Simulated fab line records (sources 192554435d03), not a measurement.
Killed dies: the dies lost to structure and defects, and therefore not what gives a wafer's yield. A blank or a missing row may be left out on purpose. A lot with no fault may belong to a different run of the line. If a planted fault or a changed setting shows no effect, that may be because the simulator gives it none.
fab line records | flow n5-finfet
[record] lots = 7 | wafers = 39
route steps=1938 shown DUMMY_GATE@237 SPACER0@259 HKMG_FIN@438 MOL_CONTACT_COAG@581
start-h: the number of hours between the record's first day and the start of the first shown wafer of the lot | wait-h: how many hours have passed since the lot's step before this one | " repeats the value in the row above | L1.1+2: a single row standing in for several wafers | - either no value or no given start | * or withheld: withheld | < > ~ a bound
route shown NAME@n: NAME is a module with steps in the file, n the number in the route of the first one | usual: mean and standard deviation over wafers with no fault | same: alike in all rows | chamber/n: place in a boat | sites: readings site by site | _std_site: standard deviation of those values | _edge_site: mean of outer sites minus mean of inner sites | radius-mm: how far each site lies from the wafer's centre | mask NAME#n: copy n | behind: the most recent tool/chamber to have shaped the wafer | hold: why the lot was held/for how many hours/how that ended | device: transistor that didn't switch, given as n, p or np | end of line: the tests these same wafers got at the end of their route | for a step that has no rows: nothing shown but its recipe | killed: dies lost to structure and defects at the first sort, not the wafer's yield | map: a wafer's dies, marking killed ones x, the rest . and places with no die _
set.NAME: the setting as run; set.NAME@STEP: as run at that earlier step | model.NAME: the simulator's own value behind a step, which no gauge read
lots whose settings were changed on purpose; a table a step, a row a wafer
[[steps]]
[step N5_DUMMY_GATE_ETCH_37]
[recipe] chemistry = N2/H2 | target = SOC | target-depth-a = 600 | overetch-a = 300 | temp-c = 40 | ion-energy-ev = 200 | pressure-mtorr = 30 | source-w = 840 | bias-w = 150 | n2-flow-sccm = 200 | h2-flow-sccm = 200
[usual] rf-vpp-V = 524.0/2.4
lot.wafer | tool        | chamber | start-h | wait-h | set.source-w | rf-vpp-V
L077.1    | rie-diel-04 | 1       | 65.19   | 0.0    | 840          | 527.3
L077.2    | "           | 2       | "       | "      | 840          | 523.0
L077.3    | "           | 0       | "       | "      | 840          | 521.9
L077.4    | "           | 2       | "       | "      | 840          | 522.5
L077.5    | "           | 0       | "       | "      | 840          | 523.0
L077.6    | "           | 1       | "       | "      | 840          | 525.6
L078.1    | rie-diel-04 | 0       | 70.31   | 0.0    | 840          | 521.3
L078.2    | "           | 1       | "       | "      | 910.4        | 511.6
L078.3    | "           | 2       | "       | "      | 910.4        | 509.7
L078.4    | "           | 0       | "       | "      | 840          | 522.2
L078.5    | "           | 2       | "       | "      | 910.4        | 508.2
L078.6    | "           | 1       | "       | "      | 840          | 526.3
L086.1    | rie-diel-05 | 3       | 119.19  | 0.0    | 840          | 521.5
L086.2    | "           | 2       | "       | "      | 688.3        | 561.3
L086.3    | "           | 1       | "       | "      | 840          | 520.3
L086.4    | "           | 0       | "       | "      | 688.3        | 562.8
L086.5    | "           | 2       | "       | "      | 840          | 525.3
L086.6    | "           | 3       | "       | "      | 688.3        | 554.9
L090.1    | rie-diel-06 | 2       | 141.70  | 0.0    | 840          | 527.0
L090.2    | "           | 0       | "       | "      | 840          | 527.2
L090.3    | "           | 3       | "       | "      | 840          | 526.9
L090.4    | "           | 1       | "       | "      | 840          | 522.2
L090.5    | "           | 3       | "       | "      | 840          | 525.5
L090.6    | "           | 2       | "       | "      | 840          | 526.5
L091.1    | rie-diel-04 | 1       | 151.27  | 0.0    | 840          | 526.5
L091.2    | "           | 2       | "       | "      | 840          | 522.4
L091.3    | "           | 2       | "       | "      | 840          | 520.7
L091.4    | "           | 1       | "       | "      | 928.3        | 508.4
L091.5    | "           | 2       | "       | "      | 928.3        | 504.8
L091.6    | "           | 1       | "       | "      | 928.3        | 508.0
L092.3    | rie-diel-06 | 1       | 159.57  | 0.0    | 840          | 521.0
L092.5    | "           | 3       | "       | "      | 840          | 527.9
L092.6    | "           | 0       | "       | "      | 840          | 524.8
L097.1    | rie-diel-04 | 0       | 183.09  | 0.0    | 840          | 521.9
L097.2    | "           | 2       | "       | "      | 799.3        | 531.7
L097.3    | "           | 1       | "       | "      | 799.3        | 534.3
L097.4    | "           | 3       | "       | "      | 840          | 522.1
L097.5    | "           | 1       | "       | "      | 840          | 527.2
L097.6    | "           | 0       | "       | "      | 799.3        | 531.8
[step N5_DUMMY_GATE_ETCH_31]
[recipe] chemistry = C4F6/O2 | target = SiO2 | mask-material = SOC | target-depth-a = 825 | time-s = 27.5 | ion-energy-ev = 250 | pressure-mtorr = 30 | source-w = 345 | bias-w = 185 | Ar_flow_sccm = 300 | C4F6_flow_sccm = 10 | O2_flow_sccm = 10
lot.wafer | tool        | chamber | start-h | wait-h | set.target-depth-a | model.etch.depth-nm | model.SOC_of_DUMMY_GATE_COAT_34.thk-nm
L077.1    | rie-diel-04 | 1       | 65.47   | 0.0    | 825                | 81.01               | 51.8
L077.2    | "           | 0       | "       | "      | 825                | 84.25               | 51.6
L077.3    | "           | 2       | "       | "      | 737.9              | 71.97               | 52.8
L077.4    | "           | 0       | "       | "      | 825                | 83.58               | 51.8
L077.5    | "           | 1       | "       | "      | 737.9              | 72.85               | 52.8
L077.6    | "           | 2       | "       | "      | 737.9              | 72.35               | 52.8
L078.1    | rie-diel-06 | 0       | 70.59   | 0.0    | 825                | 82.87               | 51.6
L078.2    | "           | 3       | "       | "      | 825                | 82.73               | 51.4
L078.3    | "           | 2       | "       | "      | 825                | 82.04               | 51.6
L078.4    | "           | 1       | "       | "      | 825                | 82.1                | 51.6
L078.5    | "           | 3       | "       | "      | 825                | 81.59               | 51.6
L078.6    | "           | 0       | "       | "      | 825                | 82.34               | 51.8
L086.1    | rie-diel-05 | 2       | 119.46  | 0.0    | 825                | 82.85               | 51.6
L086.2    | "           | 3       | "       | "      | 825                | 83.44               | 51.4
L086.3    | "           | 1       | "       | "      | 825                | 82.98               | 51.4
L086.4    | "           | 0       | "       | "      | 825                | 80.78               | 51.6
L086.5    | "           | 1       | "       | "      | 825                | 83.41               | 51.4
L086.6    | "           | 0       | "       | "      | 825                | 81.86               | 51.8
L090.1    | rie-diel-04 | 2       | 141.98  | 0.0    | 825                | 81.36               | 51.8
L090.2    | "           | 1       | "       | "      | 825                | 82.33               | 51.6
L090.3    | "           | 0       | "       | "      | 782.9              | 79.47               | 52
L090.4    | "           | 1       | "       | "      | 782.9              | 78                  | 52.4
L090.5    | "           | 2       | "       | "      | 825                | 81.27               | 51.6
L090.6    | "           | 0       | "       | "      | 782.9              | 79.58               | 52
L091.1    | rie-diel-06 | 3       | 151.58  | 0.0    | 825                | 81.71               | 51.6
L091.2    | "           | 1       | "       | "      | 754.8              | 74.97               | 52.2
L091.3    | "           | 0       | "       | "      | 825                | 81.92               | 51.6
L091.4    | "           | 2       | "       | "      | 825                | 81.44               | 51.8
L091.5    | "           | 2       | "       | "      | 754.8              | 74.98               | 52.4
L091.6    | "           | 1       | "       | "      | 754.8              | 75.02               | 52.2
L092.3    | rie-diel-04 | 0       | 160.19  | 0.0    | 825                | 84.01               | 51.6
L092.5    | "           | 0       | "       | "      | 825                | 84.86               | 51.4
L092.6    | "           | 3       | "       | "      | 825                | 82.23               | 51.8
L097.1    | rie-diel-05 | 0       | 183.37  | 0.0    | 825                | 80.35               | 51.8
L097.2    | "           | 1       | "       | "      | 825                | 83.2                | 51.6
L097.3    | "           | 2       | "       | "      | 825                | 82.64               | 51.8
L097.4    | "           | 3       | "       | "      | 825                | 82.15               | 51.6
L097.5    | "           | 2       | "       | "      | 825                | 82.66               | 51.8
L097.6    | "           | 3       | "       | "      | 825                | 83.26               | 51.6
[step N5_SPACER0_ALD_00]
[recipe] material = SiOCN | target-thk-a = 35 | temp-c = 400 | ald-precursor-family = alkyl-aminosilane | ald-co-reactant = O2/N2-plasma | pulse-time-s = 3 | purge-time-s = 2 | co-reactant-purge-time-s = 2 | ald-cycles = 58 | pressure-torr = 2
lot.wafer      | tool       | chamber   | start-h | wait-h | set.ald-cycles | model.SiOCN_of_SPACER0_ALD_00.thk-nm
L077.1+2+3+5+6 | ald-sin-02 | 1,2,3,3,2 | 66.39   | 0.1    | 58             | 3.4
L077.4         | "          | 0         | "       | "      | 58             | 3.6
L078.1+5+6     | ald-sin-04 | 1,1,0     | 71.90   | 0.1    | 58             | 3.6
L078.2+3+4     | "          | 0,2,3     | "       | "      | 50             | 3
L086.1+4+6     | ald-sin-03 | 3,0,0     | 120.38  | 0.1    | 58             | 3.6
L086.2+3+5     | "          | 1,2,3     | "       | "      | 50             | 3
L090.1+5+6     | ald-sin-03 | 3,3,2     | 142.90  | 0.1    | 58             | 3.6
L090.2+3+4     | "          | 1,0,2     | "       | "      | 62             | 3.8
L091.1+2+6     | ald-sin-03 | 1,2,0     | 152.88  | 0.1    | 50             | 3
L091.3         | "          | 3         | "       | "      | 58             | 3.4
L091.4+5       | "          | 0,3       | "       | "      | 58             | 3.6
L092.3+5+6     | ald-sin-04 | 3,2,3     | 161.12  | 0.1    | 58             | 3.4
L097.1+5+6     | ald-sin-02 | 0,1,2     | 184.68  | 0.1    | 58             | 3.4
L097.2+3+4     | "          | 1,3,2     | "       | "      | 51             | 3
[step N5_HKMG_FIN_ETCH_35]
[recipe] chemistry = N2/H2 | target = SOC | target-depth-a = 2158 | ion-energy-ev = 65 | bias-w = 5 | source-w = 3000 | time-s = 243.4 | pressure-mtorr = 30 | n2-flow-sccm = 200 | h2-flow-sccm = 200
[usual] rf-vpp-V = 141.7/1
lot.wafer | tool        | chamber | start-h | wait-h | set.source-w | rf-vpp-V | model.SOC_of_HKMG_FIN_COAT_29.thk-nm | model.etch.depth-nm | model.HKMG_FIN.feature-depth-nm
L077.1    | rie-diel-01 | 0       | 93.40   | 0.0    | 3435         | 136.4    | 59                                   | 241.4               | 241.4
L077.2    | "           | 3       | "       | "      | 3435         | 136.4    | 52.4                                 | 247.6               | 247.6
L077.3    | "           | 2       | "       | "      | 3435         | 134.6    | 54.4                                 | 246                 | 246
L077.4    | "           | 1       | "       | "      | 3000         | 139.7    | 80.4                                 | 219.9               | 220
L077.5    | "           | 1       | "       | "      | 3000         | 142.1    | 78.6                                 | 221.2               | 221.2
L077.6    | "           | 2       | "       | "      | 3000         | 142.2    | 82.2                                 | 218.2               | 218.2
L078.1    | rie-diel-01 | 2       | 99.79   | 0.0    | 3000         | 141.6    | 83.8                                 | 216                 | 216
L078.2    | "           | 0       | "       | "      | 2512         | 153.4    | 114.8                                | 185.6               | 185.6
L078.3    | "           | 3       | "       | "      | 2512         | 152.2    | 110.6                                | 189.5               | 189.4
L078.4    | "           | 1       | "       | "      | 3000         | 141.2    | 79                                   | 220.4               | 220.4
L078.5    | "           | 0       | "       | "      | 3000         | 141.5    | 88                                   | 212.6               | 212.6
L078.6    | "           | 1       | "       | "      | 2512         | 149.7    | 110.4                                | 189.6               | 189.6
L086.1    | rie-diel-01 | 1       | 148.20  | 0.0    | 3000         | 139.3    | 80.6                                 | 219.1               | 219
L086.2    | "           | 3       | "       | "      | 3000         | 141.9    | 83                                   | 217                 | 217
L086.3    | "           | 2       | "       | "      | 3000         | 141.3    | 81.6                                 | 217.6               | 217.6
L086.4    | "           | 3       | "       | "      | 3000         | 144.1    | 81                                   | 218.5               | 218.4
L086.5    | "           | 2       | "       | "      | 3000         | 141.3    | 83.2                                 | 216.6               | 216.6
L086.6    | "           | 1       | "       | "      | 3000         | 140.2    | 78.8                                 | 220.1               | 220.2
L090.1    | rie-diel-01 | 2       | 170.72  | 0.0    | 3000         | 142.5    | 82.2                                 | 217.7               | 217.8
L090.2    | "           | 1       | "       | "      | 3000         | 141.5    | 79.4                                 | 221                 | 221
L090.3    | "           | 3       | "       | "      | 3149         | 139.7    | 70.8                                 | 228.4               | 228.4
L090.4    | "           | 3       | "       | "      | 3149         | 140.8    | 70                                   | 228.6               | 228.6
L090.5    | "           | 2       | "       | "      | 3149         | 138.5    | 71.8                                 | 227.8               | 227.8
L090.6    | "           | 1       | "       | "      | 3000         | 139.9    | 79.2                                 | 219.7               | 219.8
L091.1    | rie-diel-03 | 1       | 179.87  | 0.0    | 3000         | 142.0    | 80.6                                 | 218.8               | 218.8
L091.2    | "           | 2       | "       | "      | 2597         | 146.8    | 103.6                                | 196                 | 196
L091.3    | "           | 3       | "       | "      | 3000         | 140.6    | 86.2                                 | 213.8               | 213.8
L091.4    | "           | 2       | "       | "      | 2597         | 147.9    | 107.4                                | 192.1               | 192
L091.5    | "           | 3       | "       | "      | 2597         | 149.7    | 109.6                                | 190.4               | 190.4
L091.6    | "           | 1       | "       | "      | 3000         | 142.6    | 82.8                                 | 217.1               | 217
L092.3    | rie-diel-01 | 1       | 187.94  | 0.0    | 3000         | 141.9    | 77.2                                 | 221.4               | 221.4
L092.5    | "           | 2       | "       | "      | 3000         | 140.7    | 82.2                                 | 217.4               | 217.4
L092.6    | "           | 1       | "       | "      | 3000         | 140.0    | 75.6                                 | 222.9               | 222.8
L097.1    | rie-diel-02 | 0       | 211.24  | 0.0    | 2586         | 149.2    | 107.2                                | 191.8               | 191.8
L097.2    | "           | 2       | "       | "      | 2586         | 150.2    | 108.8                                | 190.5               | 190.6
L097.3    | "           | 1       | "       | "      | 3000         | 141.9    | 83.8                                 | 215.1               | 215.2
L097.4    | "           | 3       | "       | "      | 2586         | 150.6    | 111.2                                | 187.6               | 187.6
L097.5    | "           | 1       | "       | "      | 3000         | 139.3    | 82.8                                 | 216.3               | 216.4
L097.6    | "           | 0       | "       | "      | 3000         | 142.8    | 80.4                                 | 219.4               | 219.4
[step N5_MOL_CONTACT_COAG_ETCH_91]
[recipe] chemistry = N2/H2 | target = SOC | target-depth-a = 600 | overetch-a = 210 | mask-material = SiARC | temp-c = 40 | time-s = 101.2 | ion-energy-ev = 200 | pressure-mtorr = 30 | source-w = 840 | bias-w = 150 | n2-flow-sccm = 200 | h2-flow-sccm = 200
[usual] rf-vpp-V = 523.8/2.4
lot.wafer | tool        | chamber | start-h | wait-h | set.source-w | rf-vpp-V | model.SiARC_of_MOL_CONTACT_COAG_COAT_76.thk-nm
L077.1    | rie-diel-01 | 3       | 115.44  | 0.0    | 840          | 528.8    | 5.6
L077.2    | "           | 2       | "       | "      | 840          | 524.8    | 5.8
L077.3    | "           | 0       | "       | "      | 840          | 526.8    | 5.8
L077.4    | "           | 1       | "       | "      | 840          | 522.7    | 5.8
L077.5    | "           | 1       | "       | "      | 840          | 523.1    | 5.8
L077.6    | "           | 0       | "       | "      | 840          | 525.3    | 5.8
L078.1    | rie-diel-02 | 0       | 126.57  | 0.0    | 840          | 525.4    | 5.8
L078.2    | "           | 3       | "       | "      | 840          | 523.9    | 5.8
L078.3    | "           | 1       | "       | "      | 840          | 519.9    | 5.8
L078.4    | "           | 3       | "       | "      | 840          | 525.0    | 5.8
L078.5    | "           | 1       | "       | "      | 840          | 520.1    | 5.8
L078.6    | "           | 0       | "       | "      | 840          | 523.9    | 5.8
L086.1    | rie-diel-02 | 0       | 171.27  | 0.0    | 840          | 525.8    | 5.8
L086.2    | "           | 3       | "       | "      | 840          | 524.1    | 5.8
L086.3    | "           | 1       | "       | "      | 840          | 521.2    | 5.8
L086.4    | "           | 2       | "       | "      | 742.3        | 548.1    | 6.2
L086.5    | "           | 2       | "       | "      | 742.3        | 548.0    | 6.2
L086.6    | "           | 1       | "       | "      | 742.3        | 541.6    | 6.2
L090.1    | rie-diel-01 | 2       | 194.73  | 0.0    | 840          | 524.1    | 6
L090.2    | "           | 0       | "       | "      | 840          | 525.5    | 5.8
L090.3    | "           | 3       | "       | "      | 840          | 528.8    | 5.8
L090.4    | "           | 1       | "       | "      | 840          | 521.2    | 5.8
L090.5    | "           | 2       | "       | "      | 840          | 523.2    | 6
L090.6    | "           | 1       | "       | "      | 840          | 521.2    | 5.8
L091.1    | rie-diel-03 | 0       | 201.66  | 0.0    | 722.6        | 549.6    | 6.2
L091.2    | "           | 2       | "       | "      | 840          | 519.9    | 5.8
L091.3    | "           | 1       | "       | "      | 840          | 525.0    | 5.8
L091.4    | "           | 1       | "       | "      | 722.6        | 551.8    | 6.2
L091.5    | "           | 0       | "       | "      | 722.6        | 549.4    | 6.2
L091.6    | "           | 2       | "       | "      | 840          | 519.4    | 5.8
L092.3    | rie-diel-03 | 0       | 211.77  | 0.0    | 840          | 522.8    | 5.8
L092.5    | "           | 1       | "       | "      | 840          | 525.6    | 5.8
L092.6    | "           | 2       | "       | "      | 840          | 520.4    | 5.8
L097.1    | rie-diel-01 | 0       | 233.10  | 0.0    | 840          | 524.4    | 5.8
L097.2    | "           | 2       | "       | "      | 840          | 524.1    | 6
L097.3    | "           | 3       | "       | "      | 840          | 526.8    | 5.8
L097.4    | "           | 1       | "       | "      | 840          | 522.2    | 5.8
L097.5    | "           | 0       | "       | "      | 840          | 524.9    | 5.8
L097.6    | "           | 1       | "       | "      | 840          | 522.0    | 5.8
[[key]]
[split] step = N5_DUMMY_GATE_ETCH_37 | setting = source-w | stated = 840 | by = wafer
[response] step = N5_DUMMY_GATE_ETCH_37 | reading = rf-vpp-V | change = -1.88 | per = 1% | r = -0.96
[split] step = N5_DUMMY_GATE_ETCH_31 | setting = target-depth-a | stated = 825 | by = wafer
[response] step = N5_DUMMY_GATE_ETCH_31 | reading = model.etch.depth-nm | change = +0.867 | per = 1% | r = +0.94
[response] step = N5_DUMMY_GATE_ETCH_31 | reading = model.SOC_of_DUMMY_GATE_COAT_34.thk-nm | change = -0.0893 | per = 1% | r = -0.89
[split] step = N5_SPACER0_ALD_00 | setting = ald-cycles | stated = 58 | by = wafer
[response] step = N5_SPACER0_ALD_00 | reading = model.SiOCN_of_SPACER0_ALD_00.thk-nm | change = +0.0394 | per = 1% | r = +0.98
[split] step = N5_HKMG_FIN_ETCH_35 | setting = source-w | stated = 3000 | by = wafer
[response] step = N5_HKMG_FIN_ETCH_35 | reading = rf-vpp-V | change = -0.532 | per = 1% | r = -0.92
[response] step = N5_HKMG_FIN_ETCH_35 | reading = model.SOC_of_HKMG_FIN_COAT_29.thk-nm | change = -1.79 | per = 1% | r = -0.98
[response] step = N5_HKMG_FIN_ETCH_35 | reading = model.etch.depth-nm | change = +1.79 | per = 1% | r = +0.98
[response] step = N5_HKMG_FIN_ETCH_35 | reading = model.HKMG_FIN.feature-depth-nm | change = +1.79 | per = 1% | r = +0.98
[split] step = N5_MOL_CONTACT_COAG_ETCH_91 | setting = source-w | stated = 840 | by = wafer
[response] step = N5_MOL_CONTACT_COAG_ETCH_91 | reading = rf-vpp-V | change = -2 | per = 1% | r = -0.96
[response] step = N5_MOL_CONTACT_COAG_ETCH_91 | reading = model.SiARC_of_MOL_CONTACT_COAG_COAT_76.thk-nm | change = -0.031 | per = 1% | r = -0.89
